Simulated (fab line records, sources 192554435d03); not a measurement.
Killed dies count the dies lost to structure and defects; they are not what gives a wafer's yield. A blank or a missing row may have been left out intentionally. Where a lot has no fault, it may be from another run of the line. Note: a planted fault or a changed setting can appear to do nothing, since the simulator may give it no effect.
Struck lot and sound lot, side by side | flow n5_finfet | 14 out of 1938 route steps
Sound: the wafers L423.2, L423.3, L423.4. Wafers struck: L408.1, L408.5, L408.6. The cause comes at the end.
For every step that has rows: the tool of each side, followed by ch and its chambers, followed by its first start. Under that, the readings that differ: sound wafers | struck wafers | difference of the means | sigmas: that difference in standard deviations of wafers without a fault.
alike: readings with means less than 2 such deviations apart, plus words and numbers identical on both sides. not compared: withheld readings, readings lacking a value on some wafer, bounds such as >300 that could conceal the same value, and numbers that have no deviation in the record and whose values overlap.
Wherever a step has rows on one side only, a row that says differs or no value, or a row with sigmas, the two part there. Numbers that don't overlap but have no deviation are shown without sigmas and don't part them. A reading that every wafer of one side lacks parts them only if that side has two wafers or more.

first, 1 step without rows for these wafers: N5_HKMG_FIN_COAT_66 (time 60 s, resist thk 300 nm).
N5_HKMG_FIN_ETCH_67: etches SOC in N2/H2, stops on TiN, target depth 388.9 nm.
  sound on rie_diel-01 ch 0,1,3, day 9 09:14; struck on rie_diel-03 ch 0,1,3, day 5 17:01
  alike: drypump_motor_current_A, h2_flow_sccm, oes_product_au, rf_fwd_power_W, rf_vpp_V, showerhead_plenum_p_Torr, throttle_valve_pct
  not compared: rf_hours_counter_h
N5_HKMG_FIN_STRIP_90: strips SOC in N2/H2, time 20 s.
  sound on rie_diel-01 ch 0,1,3, day 9 09:18; struck on rie_diel-03 ch 0,1,3, day 5 17:05
  alike: drypump_motor_current_A, h2_flow_sccm, oes_product_au, rf_fwd_power_W, rf_vpp_V, showerhead_plenum_p_Torr, temp_c, throttle_valve_pct
  not compared: rf_hours_counter_h
then, 1 step without rows for these wafers: N5_HKMG_FIN_WET_ETCH_73 (etches the open film in SC1, time 42.3 s, target depth 1.3 nm, rinse time 30 s).
N5_HKMG_FIN_ETCHBACK_68: etches the open film in Cl2/Ar, stops on HfO2, target depth 0.5 nm.
  sound on rie_metal-03 ch 0,1, day 9 09:28; struck on rie_metal-02 ch 0, day 5 17:14
  alike: drypump_motor_current_A, oes_product_au, rf_fwd_power_W, throttle_valve_pct
  not compared: rf_hours_counter_h
then, 2 steps without rows for these wafers: N5_HKMG_FIN_STRIP_69 (strips in N2/H2, time 360 s); N5_HKMG_FIN_ALD_21 (deposits TiN, target thk 1.5 nm, pulse time 1 s, purge time 3 s).
N5_HKMG_FIN_ALD_72: deposits W, target thk 2 nm, pulse time 1 s, purge time 2 s.
  sound on cvd_w-02 ch 0,1, day 9 10:20; struck on cvd_w-02 ch 0,1, day 5 18:15
  alike: heater_power_w, precursor_pulse_height_rel
then, 3 steps without rows for these wafers: N5_HKMG_FIN_W_FILL_22 (material W, target thk 60 nm, time 18.2 s); N5_HKMG_FIN_PRECLEAN_83 (cleans in DIW, time 57.5 s); N5_HKMG_FIN_SRD_84 (dry time 32 s).
N5_HKMG_FIN_CMP_23: polishes, stops on SiNx, t overpolish 10 s, target thk 46.326 nm.
  sound on cmp-02 ch 0,1,2, day 9 10:31; struck on cmp-03 ch 0,2,3, day 5 18:35
  alike: edge_zone_pressure_frac, head_pressure_psi, motor_current_A, overpolish_run_s, slurry_flow_ml_min, time_to_endpoint_s
N5_HKMG_FIN_CMP_94: polishes, stops on SiNx, t overpolish 4.7 s, target thk 43.299 nm.
  sound on cmp-02 ch 0,1,2, day 9 10:59; struck on cmp-03 ch 0,2,3, day 5 18:58
  no value came back on the struck wafers for edge_zone_pressure_frac, head_pressure_psi (psi), motor_current_A (A), slurry_flow_ml_min; on the sound wafers edge_zone_pressure_frac reads 0.998 1.001 1.002
  reading                                   | sound          | struck         | difference | sigmas
  model.W_of_HKMG_FIN_W_FILL_22.thk_nm (nm) | 41.8 43.2 42.8 | 46.6 44.6 45.8 | +3.1       |
  not compared: model.SiNx_of_SDB_ALD_29.thk_nm
N5_BEOL_M4_RC_MEAS_101:
  the record has rows for the sound wafers here (prober-02 ch 0, day 13 10:33) and none for the struck ones

WHERE THEY PART
Last at N5_BEOL_M4_RC_MEAS_101 as far as this record goes, first at N5_HKMG_FIN_CMP_94.

WHY: the cause the simulator had injected
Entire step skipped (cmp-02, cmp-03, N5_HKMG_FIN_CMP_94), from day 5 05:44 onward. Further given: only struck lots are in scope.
